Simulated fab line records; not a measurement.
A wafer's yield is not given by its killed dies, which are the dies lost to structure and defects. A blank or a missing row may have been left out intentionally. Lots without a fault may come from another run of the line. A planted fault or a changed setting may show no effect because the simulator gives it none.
Chamber matching -- flow nand-harc -- NHARC_P_M0_DESCUM_14 on rie-diel-09: 4 sister chambers
The step chemistry O2, time 3 s. 4 wafers are shown with their chamber, then 12 later ones without.

WAFERS WITH THEIR CHAMBER
wafer,chamber,showerhead-plenum-p-Torr (Torr)
L086.5,3,2.05
L088.1,2,1.78
L088.3,1,1.96
L088.4,0,1.79

WAFERS WITHOUT THEIR CHAMBER
wafer,showerhead-plenum-p-Torr (Torr)
L090.2,1.96
L090.4,1.79
L090.5,1.79
L091.1,2.04
L091.3,1.96
L091.4,2.04
L096.1,1.79
L096.3,1.78
L096.6,1.79
L097.1,2.04
L097.4,1.79
L097.5,1.79

THE CHAMBER EACH PASSED THROUGH
wafer,from the rows above,in truth
L090.2,1,1
L090.4,0,0
L090.5,0,0
L091.1,3,3
L091.3,1,1
L091.4,3,3
L096.1,0,0
L096.3,2,2
L096.6,0,0
L097.1,3,3
L097.4,0,0
L097.5,0,0
Placed correctly: 12 of 12. Not placeable from these rows: 0. Wrongly placed: 0.
How it was worked out, from the rows above alone: a wafer's distance from a chamber is the root of the sum, over the readings, of the square of ((its reading less the chamber's mean) divided by the reading's scatter). The wafer belongs to the nearest chamber; if the next one is less than 2 further off, it can't be placed. The mean given for a chamber averages the wafers shown for that chamber. The scatter (one wafer shown for each chamber): square how far every hidden wafer sits from the nearest shown wafer, average those squares and take the square root.
